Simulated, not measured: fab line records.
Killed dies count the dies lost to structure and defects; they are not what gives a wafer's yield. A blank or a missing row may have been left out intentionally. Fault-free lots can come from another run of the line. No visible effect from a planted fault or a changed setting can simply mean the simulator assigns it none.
Which of the tools did it? | flow n5-finfet | 11 lots, 31 wafers sampled, at 5 steps of a route of 1938

== WHAT EACH GAUGE READ, for each wafer ==
N5_BEOL_M14_THK_MEAS_50: measures by xrf.
lot  | measured     | on            | M14_THK (nm)
L477 | day 14 02:52 | film-metro-02 | 553 537 557
L483 | day 14 07:50 | film-metro-02 | 539 574 581
L484 | day 15 02:10 | film-metro-01 | 564 568 562
L486 | day 15 07:28 | film-metro-02 | 577 555 569
L489 | day 16 02:44 | film-metro-01 | 553 553
L487 | day 16 08:04 | film-metro-02 | 547 560
L497 | day 17 07:13 | film-metro-02 | 561 557 558
L495 | day 18 01:07 | film-metro-02 | 580 578 556
L496 | day 18 01:24 | film-metro-02 | 555 552 564
L498 | day 19 06:40 | film-metro-01 | 570 563 549
L499 | day 19 07:55 | film-metro-02 | 562 549 542

== WHAT TOOL EACH LOT RAN ON (gives the tool, then ch and the chambers of the sampled wafers, and finally the start) ==
lot  | N5_BEOL_M14_ETCH_38                           | N5_BEOL_M14_PRE_CLEAN_42     | N5_BEOL_M14_ECD_47             | N5_BEOL_M14_CMP_49
L477 | rie-diel-03 ch 1,2,3, day 14 01:29 or earlier | pvd-sputter-02, day 14 01:29 | ecd-cu-01 ch 0,1, day 14 01:48 | cmp-02 ch 0,2,3, day 14 02:35
L483 | rie-diel-06 ch 0,2,3, day 14 06:09 or earlier | pvd-sputter-02, day 14 06:09 | ecd-cu-01 ch 0,1, day 14 06:28 | cmp-02 ch 0,1,2, day 14 07:35
L484 | rie-diel-03 ch 0,2,3, day 15 01:02 or earlier | pvd-sputter-03, day 15 01:02 | ecd-cu-02 ch 0, day 15 01:22   | cmp-01 ch 0,1,2, day 15 01:53
L486 | rie-diel-06 ch 0,2, day 15 06:22 or earlier   | pvd-sputter-03, day 15 06:22 | ecd-cu-01 ch 0,1, day 15 06:41 | cmp-04 ch 0,2,3, day 15 07:13
L489 | rie-diel-02 ch 0,3, day 16 01:38 or earlier   | pvd-sputter-01, day 16 01:38 | ecd-cu-01 ch 0,1, day 16 01:57 | cmp-04 ch 0,2, day 16 02:33
L487 | rie-diel-03 ch 0,2, day 16 06:54 or earlier   | pvd-sputter-02, day 16 06:54 | ecd-cu-01 ch 1, day 16 07:13   | cmp-02 ch 0,2, day 16 07:50
L497 | rie-diel-03 ch 0,1,3, day 17 06:07 or earlier | pvd-sputter-03, day 17 06:07 | ecd-cu-02 ch 0,1, day 17 06:25 | cmp-01 ch 2,3, day 17 06:58
L495 | rie-diel-02 ch 2,3, day 18 00:02 or earlier   | pvd-sputter-02, day 18 00:02 | ecd-cu-02 ch 0,1, day 18 00:20 | cmp-04 ch 0,1,2, day 18 00:50
L496 | rie-diel-06 ch 2,3, day 18 00:11 or earlier   | pvd-sputter-01, day 18 00:11 | ecd-cu-02 ch 0,1, day 18 00:34 | cmp-01 ch 2,3, day 18 01:08
L498 | rie-diel-02 ch 1,2,3, day 19 05:34 or earlier | pvd-sputter-01, day 19 05:34 | ecd-cu-01 ch 0,1, day 19 05:53 | cmp-01 ch 1,2,3, day 19 06:25
L499 | rie-diel-02 ch 0,1,2, day 19 06:49 or earlier | pvd-sputter-03, day 19 06:49 | ecd-cu-01 ch 0,1, day 19 07:07 | cmp-01 ch 0,2,3, day 19 07:39
- N5_BEOL_M14_ETCH_38: etches SiCN in CF4/N2, target depth 106.5 nm, time 120.6 s.
- N5_BEOL_M14_PRE_CLEAN_42: time 30 s.
- N5_BEOL_M14_ECD_47: material Cu, target thk 1248 nm.
- N5_BEOL_M14_CMP_49: polishes, stops on SiO2, t overpolish 5.2 s, target thk 560 nm.

== THE ANSWER, worked out from the rows above alone ==
Rule: what is usual is taken from the lots themselves. Put in order of their means at a reading, lots are off if they are a third of the lots or fewer, leave a main group of 4 or more, and stand apart from it by a gap of 3 or more times the standard deviation of the main group's means; of several such gaps the widest counts. The tables above print the reading to a certain number of digits; a main group whose means all agree to those digits is not used. A lot without any number at a reading at which 4 lots or more have one is off too. Any other lot the step has rows for is counted as sound.
None of the lots is off at any reading shown; this tells nothing.

== WHAT THE SIMULATOR HAD PUT IN ==
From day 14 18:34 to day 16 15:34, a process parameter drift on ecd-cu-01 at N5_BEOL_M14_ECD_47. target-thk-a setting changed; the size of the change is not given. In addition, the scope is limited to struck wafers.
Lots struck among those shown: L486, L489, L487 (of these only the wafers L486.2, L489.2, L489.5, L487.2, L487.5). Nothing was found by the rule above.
